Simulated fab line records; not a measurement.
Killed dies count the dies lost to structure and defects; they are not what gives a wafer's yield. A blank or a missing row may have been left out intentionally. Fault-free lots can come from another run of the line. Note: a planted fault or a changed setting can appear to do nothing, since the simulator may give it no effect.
A lot that was struck, set against a sound lot :: flow nandHarc :: 36 steps out of a route of 1159
Sound: the wafers L427.2, L427.4, L427.5. Wafers struck: L439.1, L439.3, L439.6. The cause is given at the end.
Per side, at each step with rows, come the tool, then ch with its chambers, and then its first start. Under that, the readings that differ: sound wafers :: struck wafers :: difference of the means :: sigmas: that difference in standard deviations of wafers without a fault.
alike: same words and numbers on both sides, and readings whose means sit less than 2 such deviations apart. not compared: any withheld reading, any reading some wafer has no value for, any bound like >300 that may hide the same value, and any number with overlapping values for which the record gives no deviation.
A row with sigmas, a row that says differs or no value, or rows on one side alone: a step with any of these is where the two part. Numbers that have no deviation but don't overlap get no sigmas and don't part them. A reading missing from all wafers of one side parts the sides only when that side holds two or more wafers.

first, 2 steps without rows for these wafers: NHARC_A_SLIT_PRECLEAN_19 (cleans in SC1); NHARC_A_SLIT_SRD_20.
NHARC_A_SLIT_CD_MEAS_21:
  sound on cdSem-01, day 15 05:10; struck on cdSem-02, day 18 02:16
  alike: cdNm
then, 3 steps without rows for these wafers: NHARC_A_SIN_REMOVE_WET_00 (chemistry H3PO4, time 15300 s); NHARC_A_SIN_REMOVE_PRECLEAN_01 (cleans in SC1); NHARC_A_SIN_REMOVE_SRD_02.
NHARC_A_SIN_REMOVE_INSPECT_04:
  sound on defectInspect-01, day 15 12:38; struck on defectInspect-01, day 18 10:02
  alike: rawDefectCount
then, 1 step without rows for these wafers: NHARC_A_WL_FILL_ALD_00 (deposits Al2O3, target thk 3 nm, pulse time 3 s, ald cycles 30).
NHARC_A_WL_FILL_RTA_01: time 5 s.
  sound on rtpAnneal-02 ch 0, day 15 13:11; struck on rtpAnneal-02 ch 0, day 18 10:30
  alike: lampPowerPct, lamp_zone_6_pct, wafer_temp_C_max
then, 1 step without rows for these wafers: NHARC_A_WL_FILL_ALD_02 (deposits TiN, target thk 2 nm, pulse time 3 s, ald cycles 100).
NHARC_A_WL_FILL_CVD_03: deposits W, target thk 40 nm, time 3302 s.
  sound on cvdW-02 ch 0,1, day 15 16:32; struck on cvdW-01 ch 0,1, day 18 13:00
  alike: chamberPressureTorr, heaterPowerW, throttleValvePct
then, 2 steps without rows for these wafers: NHARC_A_WL_FILL_ETCHBACK_04 (etches the open film in NF3, target depth 60 nm, time 120 s); NHARC_A_WL_FILL_ETCHBACK_05 (etches the open film in Cl2/BCl3, target depth 22 nm, time 60 s).
NHARC_A_WL_FILL_STRIP_27: strips in N2/H2, time 20 s.
  sound on plasmaAsher-02 ch 0, day 15 20:16; struck on plasmaAsher-02 ch 1, day 18 16:59
  alike: drypumpMotorCurrentA, heaterPowerW
  not compared: rfHoursCounterH
then, 6 steps without rows for these wafers: NHARC_A_WL_FILL_STRIP_28 (strips in post etch residue remover, time 1200 s); NHARC_A_WL_FILL_PRECLEAN_06 (cleans in DIW, time 300 s); NHARC_A_WL_FILL_SRD_07; NHARC_A_WL_FILL_ANNEAL_08 (time 1800 s); NHARC_A_WL_FILL_ALD_10 (deposits SiO2, target thk 50 nm, pulse time 10 s, ald cycles 500); NHARC_A_WL_FILL_ETCHBACK_16 (etches the open film in C4F8/O2/Ar, target depth 88 nm, time 17.6 s).
NHARC_A_WL_FILL_STRIP_29: strips in O2, time 20 s.
  sound on rieDiel-12 ch 0,1,2, day 16 06:33; struck on rieDiel-06 ch 1,3, day 19 02:54
  alike: drypumpMotorCurrentA, oesProductAu, rfVppV, showerheadPlenumPTorr, throttleValvePct
  not compared: rfHoursCounterH
then, 8 steps without rows for these wafers: NHARC_A_WL_FILL_ETCHBACK_17 (etches the open film in Cl2/BCl3, target depth 4 nm, time 26.7 s); NHARC_A_WL_FILL_PRECLEAN_18 (cleans in dHF, time 30 s); NHARC_A_WL_FILL_SRD_21; NHARC_A_WL_FILL_CVD_23 (deposits poly-Si, target thk 40 nm, time 800 s); NHARC_A_WL_FILL_ETCHBACK_26 (etches the open film in HBr, target depth 52 nm, time 13.3 s); NHARC_A_WL_FILL_PRECLEAN_30 (cleans in dHF, time 10 s); NHARC_A_WL_FILL_SRD_14; NHARC_A_WL_FILL_ALD_19 (deposits TiN, target thk 2 nm, pulse time 3 s, ald cycles 100).
NHARC_A_WL_FILL_CVD_20: deposits W, target thk 75 nm, time 5064 s.
  sound on cvdW-01 ch 0; struck on cvdW-01 ch 0,1
  alike: chamberPressureTorr, heaterPowerW, throttleValvePct
then, 2 steps without rows for these wafers: NHARC_A_WL_FILL_CMP_12 (polishes, t overpolish 30 s, target thk 75 nm); NHARC_A_WL_FILL_SRD_31.
NHARC_A_WL_FILL_INSPECT_15:
  sound on defectInspect-02, day 16 17:51; struck on defectInspect-02, day 19 19:24
  alike: rawDefectCount
then, 1 step without rows for these wafers: NHARC_A_CONTACT_DEP_24 (deposits SiO2, target thk 500 nm).
NHARC_A_CONTACT_DEP_28: deposits aC, target thk 3600 nm.
  sound on aclDep-01 ch 0, day 16 19:33; struck on aclDep-02 ch 0, day 19 21:17
  alike: throttleValvePct
-- the record jumps here: 3 days lie between the struck wafers' starts before and after (it left off in module A_CONTACT and takes up again in module END, whose first step shown is number 1159 of the route) --
NHARC_END_SORT_01:
  sound on prober-01 ch 0, day 19 22:09; struck on prober-02 ch 0, day 22 21:14
reading: killedAtArray
sound: 14
struck: 347 311 246
difference: +287
sigmas: +29

reading: killedDies
sound: 16
struck: 355 313 250
difference: +290
sigmas: +29
  alike: killedAtOther, killedAtPeriphery, killedOpen, killedShort

WHERE THEY PART
NHARC_END_SORT_01 only, going by this record.

WHY: the cause the simulator had injected
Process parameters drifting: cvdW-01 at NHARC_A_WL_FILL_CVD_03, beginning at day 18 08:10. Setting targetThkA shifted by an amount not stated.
